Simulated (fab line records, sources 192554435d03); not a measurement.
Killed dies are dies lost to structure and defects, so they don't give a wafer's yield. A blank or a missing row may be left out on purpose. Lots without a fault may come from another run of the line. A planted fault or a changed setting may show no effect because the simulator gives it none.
Chamber matching | flow n5_finfet | N5_HKMG_FIN_CMP_23 on cmp-02: 4 sister chambers
The step polishes, stops on SiNx, t overpolish 10 s, target thk 46.326 nm. 8 wafers are shown with their chamber, then 9 later ones without.

WAFERS WITH THEIR CHAMBER
wafer  | chamber | motor_current_A (A) | time_to_endpoint_s (s)
L076.6 | 2       | 10.6                | 10.6
L079.6 | 3       | 12.2                | 13.8
L086.5 | 0       | 9.5                 | 12.2
L092.4 | 3       | 12.3                | 9.4
L092.6 | 1       | 11.6                | 9.1
L094.1 | 2       | 10.6                | 8.0
L094.5 | 1       | 11.5                | 10.1
L094.6 | 0       | 10.0                | 9.4

WAFERS WITHOUT THEIR CHAMBER
wafer  | motor_current_A (A) | time_to_endpoint_s (s)
L095.2 | 11.8                | 9.1
L095.5 | 11.1                | 8.2
L095.6 | 10.1                | 9.2
L096.1 | 10.7                | 10.3
L096.2 | 12.0                | 11.3
L096.3 | 10.3                | 10.6
L097.1 | 10.1                | 11.6
L097.2 | 10.6                | 13.6
L097.4 | 10.8                | 10.0

WHICH CHAMBER EACH WENT THROUGH
wafer  | from the rows above     | in truth
L095.2 | can't be placed: 1 or 3 | 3
L095.5 | can't be placed: 1 or 2 | 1
L095.6 | can't be placed: 0 or 2 | 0
L096.1 | 2                       | 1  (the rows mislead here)
L096.2 | can't be placed: 3 or 1 | 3
L096.3 | can't be placed: 2 or 0 | 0
L097.1 | can't be placed: 0 or 2 | 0
L097.2 | 2                       | 2
L097.4 | 2                       | 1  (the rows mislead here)
Placed correctly: 1 of 9. Can't be placed from these rows: 6 (the true chamber is among the candidates in 6). Placed wrongly: 2.
How it was worked out, from the rows above alone: a wafer's distance from a chamber is the root of the sum, over the readings, of the square of ((its reading less the chamber's mean) divided by the reading's scatter). The wafer belongs to the nearest chamber; if the next one is less than 2 further off, it can't be placed. A chamber's mean is the mean of its shown wafers. The scatter: the root of (the sum of the squares of (reading less its chamber's mean) over the shown wafers, divided by (wafers less chambers)).
